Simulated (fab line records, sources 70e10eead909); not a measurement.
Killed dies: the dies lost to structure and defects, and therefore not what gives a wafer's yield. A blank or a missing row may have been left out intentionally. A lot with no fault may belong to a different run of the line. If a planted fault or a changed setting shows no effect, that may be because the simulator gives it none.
fab line records / flow nand_harc
record lots=13 wafers=39 last_day=34
route steps=1302 shown A_STAIRCASE@721 A_BONDPAD@1228 THIN_TSV@1280 END@1302
lots untouched by any fault: they come from a run of this same line in which no faults occurred
start_h: start of the lot's first displayed wafer, in hours after the record's first day / wait_h: hours since the lot's step before / " repeats the value in the row above / L1.1+2: several wafers, shown together as one row / - value missing, or start not given / * or withheld: withheld / < > ~ a bound
route shown NAME@n: NAME is a module with steps in the file, n the number in the route of the first one / usual: the fault-free wafers' mean and standard deviation / same: alike in all rows / chamber/n: place in a boat / sites: each site's reading / _std_site: standard deviation across them / _edge_site: the outer-site mean with the inner-site mean subtracted / radius_mm: for every site, how far away it sits from the centre of the wafer / mask NAME#n: copy n / behind: the tool/chamber that last shaped the wafer / hold: what put the lot on hold/how long, in hours/how the hold closed / device: names the non-switching transistor (n, p or np) / end of line: the route-end tests of the same wafers / where a step has no rows: the recipe by itself / killed: at the first sort, the dies lost to defects and structure; wafer yield is something else / map: shows each die of a wafer: x if killed, . if not, _ if none is there
set.NAME: the setting as run; set.NAME@STEP: as run at that earlier step / model.NAME: the simulator's own value behind a step, which no gauge read
route steps across a sampled set of lots; one table per step, one row per wafer
services: when a tool's chamber went out of use (start_h, in hours from the record's first day, below 0 if earlier), for how many hours, and the reason
## steps
# step NHARC_A_STAIRCASE_PRECLEAN_207
# recipe time_s=* temp_c=50 bath_age_min=0 chemistry=SC1
lot.wafer=L970.3+1+5 tool=wet_bench-05 chamber=3,4,7 start_h=365.49 wait_h=-
lot.wafer=L971.4+1+2 tool=wet_bench-05 chamber=3,5,0 start_h=377.85 wait_h=-
lot.wafer=L972.1+4+5 tool=wet_bench-09 chamber=0,1,4 start_h=397.54 wait_h=-
lot.wafer=L974.5+6+3 tool=wet_bench-05 chamber=6,1,2 start_h=409.74 wait_h=-
lot.wafer=L982.2+1+4 tool=wet_bench-09 chamber=2,3,4 start_h=496.36 wait_h=-
lot.wafer=L985.1+2+6 tool=wet_bench-02 chamber=3,5,7 start_h=512.33 wait_h=-
lot.wafer=L986.2+6+4 tool=wet_bench-02 chamber=4,5,7 start_h=521.17 wait_h=-
lot.wafer=L987.1+2+4 tool=wet_bench-05 chamber=7,1,2 start_h=536.63 wait_h=-
lot.wafer=L988.3+4+5 tool=wet_bench-05 chamber=6,0,2 start_h=542.66 wait_h=-
lot.wafer=L989.3+5+2 tool=wet_bench-02 chamber=6,1,3 start_h=550.82 wait_h=-
lot.wafer=L990.3+2+4 tool=wet_bench-02 chamber=2,4,5 start_h=551.41 wait_h=-
lot.wafer=L991.1+3+2 tool=wet_bench-09 chamber=4,7,0 start_h=573.40 wait_h=-
lot.wafer=L993.6+2+4 tool=wet_bench-09 chamber=5,7,1 start_h=605.15 wait_h=-
# step NHARC_A_BONDPAD_PVD_27
# recipe target_thk_a=300 chamber_pressure_pa=5 power_w=5000 substrate_temp_c=30 time_s=20.49 material=Cu
# usual throttle_valve_pct=30.0/1.1
lot.wafer=L970.3 tool=pvd_sputter-01 chamber=- start_h=- wait_h=- throttle_valve_pct=28.8
lot.wafer=L970.1 tool=pvd_sputter-01 chamber=- start_h=- wait_h=- throttle_valve_pct=30.8
lot.wafer=L970.5 tool=pvd_sputter-01 chamber=- start_h=- wait_h=- throttle_valve_pct=28.9
lot.wafer=L971.1 tool=pvd_sputter-02 chamber=- start_h=- wait_h=- throttle_valve_pct=30.5
lot.wafer=L971.2 tool=pvd_sputter-02 chamber=- start_h=- wait_h=- throttle_valve_pct=32.6
lot.wafer=L971.4 tool=pvd_sputter-02 chamber=- start_h=- wait_h=- throttle_valve_pct=31.8
lot.wafer=L972.4 tool=pvd_sputter-01 chamber=- start_h=- wait_h=- throttle_valve_pct=30.8
lot.wafer=L972.1 tool=pvd_sputter-01 chamber=- start_h=- wait_h=- throttle_valve_pct=28.8
lot.wafer=L972.5 tool=pvd_sputter-01 chamber=- start_h=- wait_h=- throttle_valve_pct=31.3
lot.wafer=L974.3 tool=pvd_sputter-03 chamber=- start_h=- wait_h=- throttle_valve_pct=29.6
lot.wafer=L974.5 tool=pvd_sputter-03 chamber=- start_h=- wait_h=- throttle_valve_pct=28.8
lot.wafer=L974.6 tool=pvd_sputter-03 chamber=- start_h=- wait_h=- throttle_valve_pct=29.5
lot.wafer=L982.1 tool=pvd_sputter-02 chamber=- start_h=- wait_h=- throttle_valve_pct=31.7
lot.wafer=L982.4 tool=pvd_sputter-02 chamber=- start_h=- wait_h=- throttle_valve_pct=30.4
lot.wafer=L982.2 tool=pvd_sputter-02 chamber=- start_h=- wait_h=- throttle_valve_pct=28.8
lot.wafer=L985.1 tool=pvd_sputter-02 chamber=- start_h=- wait_h=- throttle_valve_pct=31.8
lot.wafer=L985.2 tool=pvd_sputter-02 chamber=- start_h=- wait_h=- throttle_valve_pct=30.2
lot.wafer=L985.6 tool=pvd_sputter-02 chamber=- start_h=- wait_h=- throttle_valve_pct=28.5
lot.wafer=L986.4 tool=pvd_sputter-01 chamber=- start_h=- wait_h=- throttle_valve_pct=30.8
lot.wafer=L986.2 tool=pvd_sputter-01 chamber=- start_h=- wait_h=- throttle_valve_pct=31.2
lot.wafer=L986.6 tool=pvd_sputter-01 chamber=- start_h=- wait_h=- throttle_valve_pct=28.2
lot.wafer=L987.4 tool=pvd_sputter-01 chamber=- start_h=- wait_h=- throttle_valve_pct=27.9
lot.wafer=L987.2 tool=pvd_sputter-01 chamber=- start_h=- wait_h=- throttle_valve_pct=31.1
lot.wafer=L987.1 tool=pvd_sputter-01 chamber=- start_h=- wait_h=- throttle_valve_pct=29.5
lot.wafer=L989.3 tool=pvd_sputter-03 chamber=- start_h=- wait_h=- throttle_valve_pct=29.6
lot.wafer=L989.2 tool=pvd_sputter-03 chamber=- start_h=- wait_h=- throttle_valve_pct=29.8
lot.wafer=L989.5 tool=pvd_sputter-03 chamber=- start_h=- wait_h=- throttle_valve_pct=29.7
lot.wafer=L988.3 tool=pvd_sputter-02 chamber=- start_h=- wait_h=- throttle_valve_pct=28.9
lot.wafer=L988.4 tool=pvd_sputter-02 chamber=- start_h=- wait_h=- throttle_valve_pct=29.3
lot.wafer=L988.5 tool=pvd_sputter-02 chamber=- start_h=- wait_h=- throttle_valve_pct=30.7
lot.wafer=L990.4 tool=pvd_sputter-02 chamber=- start_h=- wait_h=- throttle_valve_pct=29.2
lot.wafer=L990.3 tool=pvd_sputter-02 chamber=- start_h=- wait_h=- throttle_valve_pct=31.9
lot.wafer=L990.2 tool=pvd_sputter-02 chamber=- start_h=- wait_h=- throttle_valve_pct=30.9
lot.wafer=L991.1 tool=pvd_sputter-03 chamber=- start_h=- wait_h=- throttle_valve_pct=28.9
lot.wafer=L991.3 tool=pvd_sputter-03 chamber=- start_h=- wait_h=- throttle_valve_pct=29.4
lot.wafer=L991.2 tool=pvd_sputter-03 chamber=- start_h=- wait_h=- throttle_valve_pct=29.5
lot.wafer=L993.2 tool=pvd_sputter-03 chamber=- start_h=- wait_h=- throttle_valve_pct=29.5
lot.wafer=L993.4 tool=pvd_sputter-03 chamber=- start_h=- wait_h=- throttle_valve_pct=29.5
lot.wafer=L993.6 tool=pvd_sputter-03 chamber=- start_h=- wait_h=- throttle_valve_pct=29.8
# step NHARC_THIN_TSV_PRE_CLEAN_54
# recipe time_s=30 temp_c=280 gas=H2/He
# usual heater_power_w=452/35
lot.wafer=L970.3 tool=pvd_sputter-01 chamber=- start_h=555.31 wait_h=0.1 heater_power_w=429
lot.wafer=L970.1 tool=pvd_sputter-01 chamber=- start_h=555.31 wait_h=0.1 heater_power_w=501
lot.wafer=L970.5 tool=pvd_sputter-01 chamber=- start_h=555.31 wait_h=0.1 heater_power_w=398
lot.wafer=L971.1 tool=pvd_sputter-02 chamber=- start_h=563.71 wait_h=0.0 heater_power_w=455
lot.wafer=L971.2 tool=pvd_sputter-02 chamber=- start_h=563.71 wait_h=0.0 heater_power_w=438
lot.wafer=L971.4 tool=pvd_sputter-02 chamber=- start_h=563.71 wait_h=0.0 heater_power_w=456
lot.wafer=L972.1 tool=pvd_sputter-03 chamber=- start_h=579.70 wait_h=0.1 heater_power_w=450
lot.wafer=L972.4 tool=pvd_sputter-03 chamber=- start_h=579.70 wait_h=0.1 heater_power_w=469
lot.wafer=L972.5 tool=pvd_sputter-03 chamber=- start_h=579.70 wait_h=0.1 heater_power_w=439
lot.wafer=L974.3 tool=pvd_sputter-01 chamber=- start_h=611.47 wait_h=0.1 heater_power_w=442
lot.wafer=L974.6 tool=pvd_sputter-01 chamber=- start_h=611.47 wait_h=0.1 heater_power_w=500
lot.wafer=L974.5 tool=pvd_sputter-01 chamber=- start_h=611.47 wait_h=0.1 heater_power_w=391
lot.wafer=L982.1 tool=pvd_sputter-01 chamber=- start_h=681.99 wait_h=0.0 heater_power_w=507
lot.wafer=L982.2 tool=pvd_sputter-01 chamber=- start_h=681.99 wait_h=0.0 heater_power_w=383
lot.wafer=L982.4 tool=pvd_sputter-01 chamber=- start_h=681.99 wait_h=0.0 heater_power_w=499
lot.wafer=L985.1 tool=pvd_sputter-03 chamber=- start_h=697.07 wait_h=0.1 heater_power_w=462
lot.wafer=L985.2 tool=pvd_sputter-03 chamber=- start_h=697.07 wait_h=0.1 heater_power_w=439
lot.wafer=L985.6 tool=pvd_sputter-03 chamber=- start_h=697.07 wait_h=0.1 heater_power_w=448
lot.wafer=L986.2 tool=pvd_sputter-01 chamber=- start_h=711.52 wait_h=0.1 heater_power_w=502
lot.wafer=L986.4 tool=pvd_sputter-01 chamber=- start_h=711.52 wait_h=0.1 heater_power_w=396
lot.wafer=L986.6 tool=pvd_sputter-01 chamber=- start_h=711.52 wait_h=0.1 heater_power_w=448
lot.wafer=L987.2 tool=pvd_sputter-03 chamber=- start_h=731.86 wait_h=0.1 heater_power_w=445
lot.wafer=L987.1 tool=pvd_sputter-03 chamber=- start_h=731.86 wait_h=0.1 heater_power_w=431
lot.wafer=L987.4 tool=pvd_sputter-03 chamber=- start_h=731.86 wait_h=0.1 heater_power_w=443
lot.wafer=L988.3 tool=pvd_sputter-03 chamber=- start_h=738.69 wait_h=0.1 heater_power_w=459
lot.wafer=L988.4 tool=pvd_sputter-03 chamber=- start_h=738.69 wait_h=0.1 heater_power_w=439
lot.wafer=L988.5 tool=pvd_sputter-03 chamber=- start_h=738.69 wait_h=0.1 heater_power_w=431
lot.wafer=L989.2 tool=pvd_sputter-02 chamber=- start_h=739.10 wait_h=0.1 heater_power_w=490
lot.wafer=L989.3 tool=pvd_sputter-02 chamber=- start_h=739.10 wait_h=0.1 heater_power_w=441
lot.wafer=L989.5 tool=pvd_sputter-02 chamber=- start_h=739.10 wait_h=0.1 heater_power_w=493
lot.wafer=L990.3 tool=pvd_sputter-02 chamber=- start_h=760.83 wait_h=0.0 heater_power_w=434
lot.wafer=L990.4 tool=pvd_sputter-02 chamber=- start_h=760.83 wait_h=0.0 heater_power_w=470
lot.wafer=L990.2 tool=pvd_sputter-02 chamber=- start_h=760.83 wait_h=0.0 heater_power_w=380
lot.wafer=L991.3 tool=pvd_sputter-01 chamber=- start_h=762.07 wait_h=0.0 heater_power_w=508
lot.wafer=L991.2 tool=pvd_sputter-01 chamber=- start_h=762.07 wait_h=0.0 heater_power_w=443
lot.wafer=L991.1 tool=pvd_sputter-01 chamber=- start_h=762.07 wait_h=0.0 heater_power_w=398
lot.wafer=L993.4 tool=pvd_sputter-01 chamber=- start_h=796.32 wait_h=0.1 heater_power_w=415
lot.wafer=L993.2 tool=pvd_sputter-01 chamber=- start_h=796.32 wait_h=0.1 heater_power_w=401
lot.wafer=L993.6 tool=pvd_sputter-01 chamber=- start_h=796.32 wait_h=0.1 heater_power_w=421
# step NHARC_THIN_TSV_STRIP_56
# recipe power_w=1500 temp_c=250 chemistry=O2
# usual drypump_motor_current_A=5.8/0.39 heater_power_w=341/32
lot.wafer=L970.1 tool=plasma_asher-02 chamber=1 start_h=557.25 wait_h=0.1 drypump_motor_current_A=5.8 heater_power_w=408 rf_hours_counter_h=28
lot.wafer=L970.3 tool=plasma_asher-02 chamber=1 start_h=557.25 wait_h=0.1 drypump_motor_current_A=5.8 heater_power_w=390 rf_hours_counter_h=-
lot.wafer=L970.5 tool=plasma_asher-02 chamber=0 start_h=557.25 wait_h=0.1 drypump_motor_current_A=5.7 heater_power_w=334 rf_hours_counter_h=-
lot.wafer=L971.2 tool=plasma_asher-02 chamber=1 start_h=565.42 wait_h=0.1 drypump_motor_current_A=5.7 heater_power_w=396 rf_hours_counter_h=29
lot.wafer=L971.1 tool=plasma_asher-02 chamber=0 start_h=565.42 wait_h=0.1 drypump_motor_current_A=5.7 heater_power_w=344 rf_hours_counter_h=29
lot.wafer=L971.4 tool=plasma_asher-02 chamber=0 start_h=565.42 wait_h=0.1 drypump_motor_current_A=5.7 heater_power_w=333 rf_hours_counter_h=-
lot.wafer=L972.1 tool=plasma_asher-02 chamber=0 start_h=581.42 wait_h=0.1 drypump_motor_current_A=5.7 heater_power_w=345 rf_hours_counter_h=31
lot.wafer=L972.4 tool=plasma_asher-02 chamber=0 start_h=581.42 wait_h=0.1 drypump_motor_current_A=5.7 heater_power_w=332 rf_hours_counter_h=-
lot.wafer=L972.5 tool=plasma_asher-02 chamber=1 start_h=581.42 wait_h=0.1 drypump_motor_current_A=5.8 heater_power_w=394 rf_hours_counter_h=-
lot.wafer=L974.3 tool=plasma_asher-02 chamber=1 start_h=613.17 wait_h=0.2 drypump_motor_current_A=5.8 heater_power_w=394 rf_hours_counter_h=-
lot.wafer=L974.5 tool=plasma_asher-02 chamber=0 start_h=613.17 wait_h=0.2 drypump_motor_current_A=5.7 heater_power_w=350 rf_hours_counter_h=-
lot.wafer=L974.6 tool=plasma_asher-02 chamber=1 start_h=613.17 wait_h=0.2 drypump_motor_current_A=5.8 heater_power_w=416 rf_hours_counter_h=-
lot.wafer=L982.1 tool=plasma_asher-01 chamber=1 start_h=683.79 wait_h=0.2 drypump_motor_current_A=6.3 heater_power_w=304 rf_hours_counter_h=36
lot.wafer=L982.2 tool=plasma_asher-01 chamber=0 start_h=683.79 wait_h=0.2 drypump_motor_current_A=5.4 heater_power_w=347 rf_hours_counter_h=36
lot.wafer=L982.4 tool=plasma_asher-01 chamber=0 start_h=683.79 wait_h=0.2 drypump_motor_current_A=5.4 heater_power_w=348 rf_hours_counter_h=-
lot.wafer=L985.1 tool=plasma_asher-01 chamber=1 start_h=706.04 wait_h=7.4 drypump_motor_current_A=6.3 heater_power_w=315 rf_hours_counter_h=1
lot.wafer=L985.2 tool=plasma_asher-01 chamber=0 start_h=706.04 wait_h=7.4 drypump_motor_current_A=5.4 heater_power_w=333 rf_hours_counter_h=1
lot.wafer=L985.6 tool=plasma_asher-01 chamber=0 start_h=706.04 wait_h=7.4 drypump_motor_current_A=5.4 heater_power_w=331 rf_hours_counter_h=-
lot.wafer=L986.2 tool=plasma_asher-01 chamber=1 start_h=725.72 wait_h=12.7 drypump_motor_current_A=6.4 heater_power_w=315 rf_hours_counter_h=7
lot.wafer=L986.4 tool=plasma_asher-01 chamber=1 start_h=725.72 wait_h=12.7 drypump_motor_current_A=6.4 heater_power_w=309 rf_hours_counter_h=-
lot.wafer=L986.6 tool=plasma_asher-01 chamber=0 start_h=725.72 wait_h=12.7 drypump_motor_current_A=5.4 heater_power_w=338 rf_hours_counter_h=-
lot.wafer=L987.1 tool=plasma_asher-01 chamber=0 start_h=733.71 wait_h=0.2 drypump_motor_current_A=5.4 heater_power_w=341 rf_hours_counter_h=15
lot.wafer=L987.2 tool=plasma_asher-01 chamber=1 start_h=733.71 wait_h=0.2 drypump_motor_current_A=6.3 heater_power_w=317 rf_hours_counter_h=15
lot.wafer=L987.4 tool=plasma_asher-01 chamber=1 start_h=733.71 wait_h=0.2 drypump_motor_current_A=6.3 heater_power_w=309 rf_hours_counter_h=-
lot.wafer=L988.4 tool=plasma_asher-01 chamber=1 start_h=740.53 wait_h=0.2 drypump_motor_current_A=6.3 heater_power_w=306 rf_hours_counter_h=-
lot.wafer=L988.3 tool=plasma_asher-01 chamber=0 start_h=740.53 wait_h=0.2 drypump_motor_current_A=5.4 heater_power_w=335 rf_hours_counter_h=-
lot.wafer=L988.5 tool=plasma_asher-01 chamber=0 start_h=740.53 wait_h=0.2 drypump_motor_current_A=5.4 heater_power_w=336 rf_hours_counter_h=-
lot.wafer=L989.2 tool=plasma_asher-01 chamber=1 start_h=740.85 wait_h=0.1 drypump_motor_current_A=6.3 heater_power_w=314 rf_hours_counter_h=18
lot.wafer=L989.3 tool=plasma_asher-01 chamber=0 start_h=740.85 wait_h=0.1 drypump_motor_current_A=5.4 heater_power_w=327 rf_hours_counter_h=-
lot.wafer=L989.5 tool=plasma_asher-01 chamber=0 start_h=740.85 wait_h=0.1 drypump_motor_current_A=5.4 heater_power_w=336 rf_hours_counter_h=-
lot.wafer=L990.2 tool=plasma_asher-02 chamber=1 start_h=762.59 wait_h=0.1 drypump_motor_current_A=5.8 heater_power_w=406 rf_hours_counter_h=12
lot.wafer=L990.4 tool=plasma_asher-02 chamber=0 start_h=762.59 wait_h=0.1 drypump_motor_current_A=5.7 heater_power_w=357 rf_hours_counter_h=-
lot.wafer=L990.3 tool=plasma_asher-02 chamber=1 start_h=762.59 wait_h=0.1 drypump_motor_current_A=5.8 heater_power_w=414 rf_hours_counter_h=-
lot.wafer=L991.1 tool=plasma_asher-02 chamber=1 start_h=763.73 wait_h=0.1 drypump_motor_current_A=5.8 heater_power_w=401 rf_hours_counter_h=13
lot.wafer=L991.2 tool=plasma_asher-02 chamber=0 start_h=763.73 wait_h=0.1 drypump_motor_current_A=5.6 heater_power_w=357 rf_hours_counter_h=13
lot.wafer=L991.3 tool=plasma_asher-02 chamber=0 start_h=763.73 wait_h=0.1 drypump_motor_current_A=5.6 heater_power_w=358 rf_hours_counter_h=-
lot.wafer=L993.2 tool=plasma_asher-01 chamber=0 start_h=797.94 wait_h=0.1 drypump_motor_current_A=5.4 heater_power_w=335 rf_hours_counter_h=34
lot.wafer=L993.4 tool=plasma_asher-01 chamber=0 start_h=797.94 wait_h=0.1 drypump_motor_current_A=5.4 heater_power_w=336 rf_hours_counter_h=-
lot.wafer=L993.6 tool=plasma_asher-01 chamber=1 start_h=797.94 wait_h=0.1 drypump_motor_current_A=6.4 heater_power_w=311 rf_hours_counter_h=-
# step NHARC_END_SORT_01
# recipe temp_c=25
# usual killed_at_array=54/23 killed_at_other=1.2/1.5 killed_at_periphery=3.9/2.5 killed_dies=59/23 killed_open=3.2/1.7 killed_short=2.4/1.6
# same gross_dies=677
lot.wafer=L982.1 tool=prober-01 chamber=0 start_h=692.13 wait_h=2.5 killed_at_array=52 killed_at_other=0 killed_at_periphery=6 killed_dies=58 killed_open=2 killed_short=3
lot.wafer=L982.2 tool=prober-01 chamber=0 start_h=692.93 wait_h=2.8 killed_at_array=52 killed_at_other=0 killed_at_periphery=3 killed_dies=55 killed_open=4 killed_short=3
lot.wafer=L982.4 tool=prober-01 chamber=0 start_h=694.51 wait_h=3.4 killed_at_array=138 killed_at_other=0 killed_at_periphery=4 killed_dies=142 killed_open=4 killed_short=0
# killed by level:class
L982.1 A_SLIT:chamber_film_flake=19 A_CHANNEL_HOLE_D2:chamber_film_flake=15 A_CONTACT:chamber_film_flake=7 A_STAIRCASE:chamber_film_flake=3 P_GATE:chamber_film_flake=2 P_CONTACT:chamber_film_flake=2 A_CHANNEL_HOLE_D1:chamber_film_flake=2 P_M0:geometric_particle:open=1
L982.2 A_SLIT:chamber_film_flake=19 A_CHANNEL_HOLE_D2:chamber_film_flake=8 A_CHANNEL_HOLE_D1:chamber_film_flake=6 A_CONTACT:chamber_film_flake=6 A_STAIRCASE:chamber_film_flake=4 A_CHANNEL_FILL_D1:geometric_particle:short=2 P_ZERO_WELL:chamber_film_flake=2 A_WL_FILL:chamber_film_flake=2
L982.4 A_STAIRCASE:unspecified=90 A_SLIT:chamber_film_flake=18 A_CHANNEL_HOLE_D1:chamber_film_flake=6 A_CHANNEL_HOLE_D2:chamber_film_flake=6 A_CONTACT:chamber_film_flake=6 A_STAIRCASE:chamber_film_flake=4 A_WL_FILL:chamber_film_flake=4 P_CONTACT:chamber_film_flake=2
## services
tool=plasma_asher-01 chamber=- start_h=342.13 hours=9.0 kind=pm
tool=pvd_sputter-03 chamber=- start_h=348.00 hours=10.0 kind=pm
tool=pvd_sputter-02 chamber=- start_h=393.59 hours=1.1 kind=repair
tool=pvd_sputter-01 chamber=- start_h=404.09 hours=10.0 kind=pm
tool=plasma_asher-02 chamber=- start_h=426.23 hours=9.0 kind=pm
tool=pvd_sputter-03 chamber=- start_h=447.62 hours=1.7 kind=repair
tool=pvd_sputter-02 chamber=- start_h=464.53 hours=10.0 kind=pm
tool=pvd_sputter-02 chamber=- start_h=481.92 hours=4.3 kind=repair
tool=pvd_sputter-02 chamber=- start_h=513.27 hours=4.8 kind=repair
tool=plasma_asher-01 chamber=- start_h=519.40 hours=9.0 kind=pm
tool=pvd_sputter-03 chamber=- start_h=528.49 hours=1.9 kind=repair
tool=pvd_sputter-01 chamber=- start_h=569.13 hours=16.8 kind=repair
tool=pvd_sputter-01 chamber=- start_h=585.95 hours=10.0 kind=pm
tool=plasma_asher-01 chamber=- start_h=597.67 hours=4.4 kind=repair
tool=plasma_asher-02 chamber=- start_h=603.23 hours=9.0 kind=pm
tool=pvd_sputter-02 chamber=- start_h=642.53 hours=10.0 kind=pm
tool=plasma_asher-02 chamber=- start_h=660.20 hours=97.5 kind=repair
tool=pvd_sputter-03 chamber=- start_h=674.29 hours=7.3 kind=repair
tool=plasma_asher-01 chamber=- start_h=696.40 hours=9.0 kind=pm
tool=pvd_sputter-03 chamber=- start_h=704.04 hours=10.0 kind=pm
tool=plasma_asher-01 chamber=- start_h=711.42 hours=13.2 kind=repair
tool=pvd_sputter-01 chamber=- start_h=763.95 hours=10.0 kind=pm
tool=plasma_asher-01 chamber=- start_h=769.31 hours=3.0 kind=repair
tool=plasma_asher-02 chamber=- start_h=780.30 hours=9.0 kind=pm
## key
first_sign step=NHARC_END_SORT_01 reading=killed_dies direction=up sigmas=3.6 usual=59 struck=142
effect step=NHARC_END_SORT_01 reading=killed_at_array direction=up sigmas=3.6 usual=54 struck=138
more_kills_born_at NHARC_A_STAIRCASE_PRECLEAN_207@wet_bench-09=90
met_at NHARC_A_STAIRCASE_PRECLEAN_207
struck_lots L982
struck_wafers L982.4
tester_left_out L982
not_acting_at NHARC_A_BONDPAD_PVD_27,NHARC_THIN_TSV_PRE_CLEAN_54,NHARC_THIN_TSV_STRIP_56
onset_between 397.54 496.36
fault kind=chamber_particle_source tool=wet_bench-09 chamber=4 onset_h=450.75 steps=NHARC_A_STAIRCASE_PRECLEAN_207 rate_per_visit_cm2=0.8902 end_h=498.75
# tester_left_out: of these lots the tester's yield and bins aren't shown, on N5 and GAA mostly nor the transistor test; their killed dies are dies lost to structure and defects alone, not to doping, threshold or leakage, so they don't give the yield
